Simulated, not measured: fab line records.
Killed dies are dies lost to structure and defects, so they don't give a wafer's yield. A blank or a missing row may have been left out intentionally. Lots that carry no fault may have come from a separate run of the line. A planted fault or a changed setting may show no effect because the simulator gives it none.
Matching of chambers || flow n5Finfet || 4 sister chambers for N5_BEOL_M0_STRIP_140 on rieDiel-01
The step strips in CF4. 14 wafers are shown with their chamber, then 7 later ones without.

== WAFERS, EACH WITH ITS CHAMBER ==
{"wafer": "L074.1", "chamber": 2, "showerheadPlenumPTorr (Torr)": 1.84, "drypumpMotorCurrentA (A)": 6.3, "throttleValvePct (%)": 13.64}
{"wafer": "L074.2", "chamber": 3, "showerheadPlenumPTorr (Torr)": 1.78, "drypumpMotorCurrentA (A)": 5.3, "throttleValvePct (%)": 13.58}
{"wafer": "L074.3", "chamber": 0, "showerheadPlenumPTorr (Torr)": 1.81, "drypumpMotorCurrentA (A)": 5.5, "throttleValvePct (%)": 13.29}
{"wafer": "L074.4", "chamber": 1, "showerheadPlenumPTorr (Torr)": 1.81, "drypumpMotorCurrentA (A)": 6.1, "throttleValvePct (%)": 13.92}
{"wafer": "L074.5", "chamber": 1, "showerheadPlenumPTorr (Torr)": 1.81, "drypumpMotorCurrentA (A)": 6.1, "throttleValvePct (%)": 13.90}
{"wafer": "L074.6", "chamber": 2, "showerheadPlenumPTorr (Torr)": 1.84, "drypumpMotorCurrentA (A)": 6.4, "throttleValvePct (%)": 13.62}
{"wafer": "L075.1", "chamber": 2, "showerheadPlenumPTorr (Torr)": 1.84, "drypumpMotorCurrentA (A)": 6.3, "throttleValvePct (%)": 13.62}
{"wafer": "L075.4", "chamber": 3, "showerheadPlenumPTorr (Torr)": 1.78, "drypumpMotorCurrentA (A)": 5.3, "throttleValvePct (%)": 13.61}
{"wafer": "L075.5", "chamber": 2, "showerheadPlenumPTorr (Torr)": 1.84, "drypumpMotorCurrentA (A)": 6.3, "throttleValvePct (%)": 13.57}
{"wafer": "L078.1", "chamber": 2, "showerheadPlenumPTorr (Torr)": 1.84, "drypumpMotorCurrentA (A)": 6.3, "throttleValvePct (%)": 13.62}
{"wafer": "L078.2", "chamber": 0, "showerheadPlenumPTorr (Torr)": 1.81, "drypumpMotorCurrentA (A)": 5.4, "throttleValvePct (%)": 13.27}
{"wafer": "L078.6", "chamber": 0, "showerheadPlenumPTorr (Torr)": 1.81, "drypumpMotorCurrentA (A)": 5.5, "throttleValvePct (%)": 13.28}
{"wafer": "L080.2", "chamber": 2, "showerheadPlenumPTorr (Torr)": 1.84, "drypumpMotorCurrentA (A)": 6.4, "throttleValvePct (%)": 13.64}
{"wafer": "L080.3", "chamber": 3, "showerheadPlenumPTorr (Torr)": 1.77, "drypumpMotorCurrentA (A)": 5.3, "throttleValvePct (%)": 13.64}

SIGNATURES (averages over the wafers above)
{"reading": "showerheadPlenumPTorr", "chamber 0": 1.8100, "chamber 1": 1.8100, "chamber 2": 1.8400, "chamber 3": 1.7767, "scatter within a chamber": 0.00258}
{"reading": "drypumpMotorCurrentA", "chamber 0": 5.467, "chamber 1": 6.100, "chamber 2": 6.333, "chamber 3": 5.300, "scatter within a chamber": 0.0447}
{"reading": "throttleValvePct", "chamber 0": 13.2800, "chamber 1": 13.9100, "chamber 2": 13.6183, "chamber 3": 13.6100, "scatter within a chamber": 0.0234}
Rule: a wafer's distance from a chamber is the root of the sum, over the readings, of the square of ((its reading less the chamber's mean) divided by the reading's scatter). If the next closest chamber is less than 2 further off than the closest, the wafer can't be placed; otherwise it belongs to the closest. The scatter: take each reading less its chamber's mean, square it, sum over the shown wafers, divide by the number of wafers less the number of chambers, and take the root.

== WAFERS WHOSE CHAMBER IS MISSING ==
{"wafer": "L080.4", "showerheadPlenumPTorr (Torr)": 1.81, "drypumpMotorCurrentA (A)": 5.5, "throttleValvePct (%)": 13.30}
{"wafer": "L084.1", "showerheadPlenumPTorr (Torr)": 1.80, "drypumpMotorCurrentA (A)": 6.1, "throttleValvePct (%)": 13.95}
{"wafer": "L084.2", "showerheadPlenumPTorr (Torr)": 1.83, "drypumpMotorCurrentA (A)": 6.3, "throttleValvePct (%)": 13.66}
{"wafer": "L084.5", "showerheadPlenumPTorr (Torr)": 1.80, "drypumpMotorCurrentA (A)": 6.1, "throttleValvePct (%)": 13.96}
{"wafer": "L094.1", "showerheadPlenumPTorr (Torr)": 1.80, "drypumpMotorCurrentA (A)": 5.5, "throttleValvePct (%)": 13.39}
{"wafer": "L094.3", "showerheadPlenumPTorr (Torr)": 1.79, "drypumpMotorCurrentA (A)": 6.1, "throttleValvePct (%)": 14.03}
{"wafer": "L094.6", "showerheadPlenumPTorr (Torr)": 1.79, "drypumpMotorCurrentA (A)": 6.1, "throttleValvePct (%)": 14.05}

== THE CHAMBER EACH PASSED THROUGH ==
{"wafer": "L080.4", "from the rows above": 0, "in truth": 0}
{"wafer": "L084.1", "from the rows above": 1, "in truth": 1}
{"wafer": "L084.2", "from the rows above": 2, "in truth": 2}
{"wafer": "L084.5", "from the rows above": 1, "in truth": 1}
{"wafer": "L094.1", "from the rows above": 0, "in truth": 0}
{"wafer": "L094.3", "from the rows above": 1, "in truth": 1}
{"wafer": "L094.6", "from the rows above": 1, "in truth": 1}
Placed correctly: 7 of 7. Not placeable from these rows: 0. Placed wrongly: 0.
